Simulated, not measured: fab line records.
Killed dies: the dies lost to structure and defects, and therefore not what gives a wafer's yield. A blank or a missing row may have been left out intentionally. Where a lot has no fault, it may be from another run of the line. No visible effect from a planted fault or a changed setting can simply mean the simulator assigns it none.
Lot-split experiment / flow n5-finfet / on a route of 1938 steps: 7 lots, 21 wafers read

## SPLIT DETAILS
At N5_SD_EPI_N_PEB_07 (peb time 60 s), the setting peb-time-s was moved away from the recipe's 60 s on 10 of the 21 wafers read, by -18.8% to +21.2%. For the rest of the wafers, this setting stayed at what the recipe calls for.

## FROM SPLIT TO READING: 1 step shown by the file between the two
- N5_SD_EPI_N_DEVELOP_08: develop time 30 s

## THE READING
Shown in nm: cd-nm at N5_SD_EPI_N_CD_MEAS_09, with target cd 120 nm. A value of 120.1 nm with a standard deviation of 1.1 nm is what fault-free wafers of this fab line usually give.

wafer=L076.3; tool, chamber at the split=litho-track-01, 0; peb-time-s as run, s=60; against the recipe=recipe; cd-nm, nm=119.2; against lot-mates on the recipe=-
wafer=L076.4; tool, chamber at the split=litho-track-01, 0; peb-time-s as run, s=60; against the recipe=recipe; cd-nm, nm=115.9; against lot-mates on the recipe=-
wafer=L076.6; tool, chamber at the split=litho-track-01, 0; peb-time-s as run, s=64.64; against the recipe=+7.7%; cd-nm, nm=122.3; against lot-mates on the recipe=+4.7
wafer=L079.1; tool, chamber at the split=litho-track-01, 0; peb-time-s as run, s=60; against the recipe=recipe; cd-nm, nm=118.8; against lot-mates on the recipe=-
wafer=L079.4; tool, chamber at the split=litho-track-01, 0; peb-time-s as run, s=60; against the recipe=recipe; cd-nm, nm=119.6; against lot-mates on the recipe=-
wafer=L079.6; tool, chamber at the split=litho-track-01, 0; peb-time-s as run, s=60; against the recipe=recipe; cd-nm, nm=117.8; against lot-mates on the recipe=-
wafer=L086.1; tool, chamber at the split=litho-track-01, 0; peb-time-s as run, s=54.01; against the recipe=-10.0%; cd-nm, nm=116.7; against lot-mates on the recipe=-2.9
wafer=L086.2; tool, chamber at the split=litho-track-01, 0; peb-time-s as run, s=60; against the recipe=recipe; cd-nm, nm=119.6; against lot-mates on the recipe=-
wafer=L086.3; tool, chamber at the split=litho-track-01, 0; peb-time-s as run, s=54.01; against the recipe=-10.0%; cd-nm, nm=116.9; against lot-mates on the recipe=-2.7
wafer=L091.1; tool, chamber at the split=litho-track-04, 0; peb-time-s as run, s=48.73; against the recipe=-18.8%; cd-nm, nm=113.7; against lot-mates on the recipe=-12.0
wafer=L091.2; tool, chamber at the split=litho-track-04, 0; peb-time-s as run, s=60; against the recipe=recipe; cd-nm, nm=125.7; against lot-mates on the recipe=-
wafer=L091.4; tool, chamber at the split=litho-track-04, 0; peb-time-s as run, s=48.73; against the recipe=-18.8%; cd-nm, nm=117.3; against lot-mates on the recipe=-8.4
wafer=L092.2; tool, chamber at the split=litho-track-02, 0; peb-time-s as run, s=60; against the recipe=recipe; cd-nm, nm=114.7; against lot-mates on the recipe=-
wafer=L092.4; tool, chamber at the split=litho-track-02, 0; peb-time-s as run, s=53.06; against the recipe=-11.6%; cd-nm, nm=109.9; against lot-mates on the recipe=-7.3
wafer=L092.6; tool, chamber at the split=litho-track-02, 0; peb-time-s as run, s=60; against the recipe=recipe; cd-nm, nm=119.7; against lot-mates on the recipe=-
wafer=L094.1; tool, chamber at the split=litho-track-04, 0; peb-time-s as run, s=60; against the recipe=recipe; cd-nm, nm=120.1; against lot-mates on the recipe=-
wafer=L094.2; tool, chamber at the split=litho-track-04, 0; peb-time-s as run, s=56.04; against the recipe=-6.6%; cd-nm, nm=119.8; against lot-mates on the recipe=-2.3
wafer=L094.6; tool, chamber at the split=litho-track-04, 0; peb-time-s as run, s=60; against the recipe=recipe; cd-nm, nm=124.1; against lot-mates on the recipe=-
wafer=L096.1; tool, chamber at the split=litho-track-01, 0; peb-time-s as run, s=72.71; against the recipe=+21.2%; cd-nm, nm=124.6; against lot-mates on the recipe=no lot-mate on the recipe
wafer=L096.2; tool, chamber at the split=litho-track-01, 0; peb-time-s as run, s=72.71; against the recipe=+21.2%; cd-nm, nm=125.6; against lot-mates on the recipe=no lot-mate on the recipe
wafer=L096.6; tool, chamber at the split=litho-track-01, 0; peb-time-s as run, s=72.71; against the recipe=+21.2%; cd-nm, nm=123.0; against lot-mates on the recipe=no lot-mate on the recipe

FIT RESULTS
A straight line over all 21 wafers: cd-nm changes by +0.259 nm for each +1% of peb-time-s; r = +0.72; the points scatter about the line by 2.9 nm.
The same after taking each lot's own level away (the mean of its wafers on the recipe; 18 wafers): +0.518 nm for each +1%; r = +0.91; scatter 1.7 nm.
According to that fit, moving peb-time-s by its largest amount changes the reading by 11 nm.
From 117.20 to 125.70 nm: that is the span of the lots' own levels, equal to 7.7 times the standard deviation above.
So the lot-to-lot level blurs the effect unless lot-mates are compared.
Check: with one of the wafers moved furthest among these (-18.8%) left out of the fit, the line predicts -8.37 nm for it against its lot-mates. It came out at -12 nm against them.

## FURTHER SPLITS ON THESE WAFERS
These wafers also went through other splits before the reading. Each is held against what the fit with the lots' levels taken away leaves over:
other split on the same wafers=N5_WELL_APT_COAT_02 spin-rpm; wafers away from the commonest value=4; r with cd-nm (lot level and that fit taken away)=-0.22
other split on the same wafers=N5_PMOS_HMC_CHANNEL_EPI_PEB_07 peb-time-s; wafers away from the commonest value=8; r with cd-nm (lot level and that fit taken away)=+0.27
other split on the same wafers=N5_PMOS_HMC_CHANNEL_EPI_DEVELOP_08 develop-time-s; wafers away from the commonest value=8; r with cd-nm (lot level and that fit taken away)=+0.21
other split on the same wafers=N5_FIN_CUT_COAT_29 spin-rpm; wafers away from the commonest value=8; r with cd-nm (lot level and that fit taken away)=+0.09
other split on the same wafers=N5_FIN_CUT_EXPOSE_05 dose-mj; wafers away from the commonest value=4; r with cd-nm (lot level and that fit taken away)=+0.05
other split on the same wafers=N5_SD_EPI_N_EXPOSE_06 dose-mj; wafers away from the commonest value=7; r with cd-nm (lot level and that fit taken away)=+0.53

## THE WHOLE CHAIN: every reading that the file lists as answering this split, in the file's order
step=N5_SD_EPI_N_CD_MEAS_09; what it does=target cd 120 nm; reading=cd-nm; change (the file's fit)=+0.516 nm for each +1% of the setting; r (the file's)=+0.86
step=N5_SD_EPI_N_DESCUM_14; what it does=chemistry O2, time 7.9 s; reading=SD_EPI_N.cd-nm (the simulator's own value, which no gauge read); change (the file's fit)=+0.513 nm for each +1% of the setting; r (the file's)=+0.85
step=N5_SD_EPI_N_ETCH_34; what it does=etches SiARC in CF4, target depth 45.5 nm, time 75.8 s; reading=SD_EPI_N.cd-nm (the simulator's own value, which no gauge read); change (the file's fit)=+0.379 nm for each +1% of the setting, in a fit together with dose-mj@SD_EPI_N_EXPOSE_06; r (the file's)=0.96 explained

## THE FILE'S OWN FIT
cd-nm changes by +0.516 nm for each +1% of peb-time-s, r = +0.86.
